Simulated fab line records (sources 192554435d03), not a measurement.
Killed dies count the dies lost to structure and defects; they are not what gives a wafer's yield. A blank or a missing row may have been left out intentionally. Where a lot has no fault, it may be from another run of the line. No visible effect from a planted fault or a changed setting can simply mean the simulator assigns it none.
Matching of chambers :: flow n5_finfet :: pecvd-03 running N5_BEOL_M13_ILD_DEP_00: 3 sister chambers
The step deposits SiOC from DEMS/O2, target thk 837.92 nm, time 166.4 s. 14 wafers are shown with their chamber, then 7 later ones without.

## WAFERS PAIRED WITH THEIR CHAMBERS
wafer: L611.2
chamber: 2
heater_power_w (W): 316
showerhead_plenum_p_Torr (Torr): 5.693
throttle_valve_pct (%): 12.1

wafer: L611.3
chamber: 1
heater_power_w (W): 578
showerhead_plenum_p_Torr (Torr): 5.702
throttle_valve_pct (%): 12.3

wafer: L611.4
chamber: 1
heater_power_w (W): 594
showerhead_plenum_p_Torr (Torr): 5.697
throttle_valve_pct (%): 12.4

wafer: L614.1
chamber: 1
heater_power_w (W): 609
showerhead_plenum_p_Torr (Torr): 5.688
throttle_valve_pct (%): 12.5

wafer: L614.4
chamber: 0
heater_power_w (W): 384
showerhead_plenum_p_Torr (Torr): 5.654
throttle_valve_pct (%): 12.6

wafer: L614.6
chamber: 1
heater_power_w (W): 503
showerhead_plenum_p_Torr (Torr): 5.710
throttle_valve_pct (%): 12.6

wafer: L619.1
chamber: 1
heater_power_w (W): 546
showerhead_plenum_p_Torr (Torr): 5.698
throttle_valve_pct (%): 12.6

wafer: L619.2
chamber: 2
heater_power_w (W): 333
showerhead_plenum_p_Torr (Torr): 5.701
throttle_valve_pct (%): 12.4

wafer: L619.6
chamber: 1
heater_power_w (W): 602
showerhead_plenum_p_Torr (Torr): 5.698
throttle_valve_pct (%): 12.6

wafer: L625.1
chamber: 0
heater_power_w (W): 392
showerhead_plenum_p_Torr (Torr): 5.678
throttle_valve_pct (%): 12.5

wafer: L625.2
chamber: 1
heater_power_w (W): 613
showerhead_plenum_p_Torr (Torr): 5.714
throttle_valve_pct (%): 12.5

wafer: L625.5
chamber: 1
heater_power_w (W): 492
showerhead_plenum_p_Torr (Torr): 5.695
throttle_valve_pct (%): 12.4

wafer: L627.1
chamber: 0
heater_power_w (W): 348
showerhead_plenum_p_Torr (Torr): 5.672
throttle_valve_pct (%): 12.6

wafer: L627.3
chamber: 2
heater_power_w (W): 354
showerhead_plenum_p_Torr (Torr): 5.694
throttle_valve_pct (%): 12.5

SIGNATURES, as means of the wafers listed above
reading: heater_power_w
chamber 0: 374.67
chamber 1: 567.12
chamber 2: 334.33
scatter within a chamber: 40.4

reading: showerhead_plenum_p_Torr
chamber 0: 5.66800
chamber 1: 5.70025
chamber 2: 5.69600
scatter within a chamber: 0.00872

reading: throttle_valve_pct
chamber 0: 12.567
chamber 1: 12.488
chamber 2: 12.333
scatter within a chamber: 0.129
Rule: for a wafer and a chamber, the distance is found by dividing, reading by reading, the gap between the wafer's reading and the chamber's mean by the reading's scatter, squaring, summing and taking the root. If the next closest chamber is less than 2 further off than the closest, the wafer can't be placed; otherwise it belongs to the closest. The scatter is the square root of a quotient: the sum, over the shown wafers, of each reading's squared deviation from its chamber's mean, divided by wafers minus chambers.

## WAFERS MISSING THEIR CHAMBER
wafer: L627.5
heater_power_w (W): 368
showerhead_plenum_p_Torr (Torr): 5.665
throttle_valve_pct (%): 12.5

wafer: L631.2
heater_power_w (W): 519
showerhead_plenum_p_Torr (Torr): 5.720
throttle_valve_pct (%): 12.5

wafer: L631.5
heater_power_w (W): 364
showerhead_plenum_p_Torr (Torr): 5.674
throttle_valve_pct (%): 12.7

wafer: L631.6
heater_power_w (W): 311
showerhead_plenum_p_Torr (Torr): 5.691
throttle_valve_pct (%): 12.5

wafer: L633.1
heater_power_w (W): 568
showerhead_plenum_p_Torr (Torr): 5.707
throttle_valve_pct (%): 12.7

wafer: L633.2
heater_power_w (W): 372
showerhead_plenum_p_Torr (Torr): 5.683
throttle_valve_pct (%): 12.6

wafer: L633.3
heater_power_w (W): 359
showerhead_plenum_p_Torr (Torr): 5.653
throttle_valve_pct (%): 12.3

## THE CHAMBER EACH PASSED THROUGH
wafer: L627.5
from the rows above: 0
in truth: 0

wafer: L631.2
from the rows above: 1
in truth: 1

wafer: L631.5
from the rows above: 0
in truth: 0

wafer: L631.6
from the rows above: can't be placed: 2 or 0
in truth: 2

wafer: L633.1
from the rows above: 1
in truth: 1

wafer: L633.2
from the rows above: can't be placed: 0 or 2
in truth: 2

wafer: L633.3
from the rows above: 0
in truth: 0
Correctly placed: 5 of 7. Unplaceable from these rows: 2, with the true chamber sitting among the candidates in 2. Wrongly placed: 0.
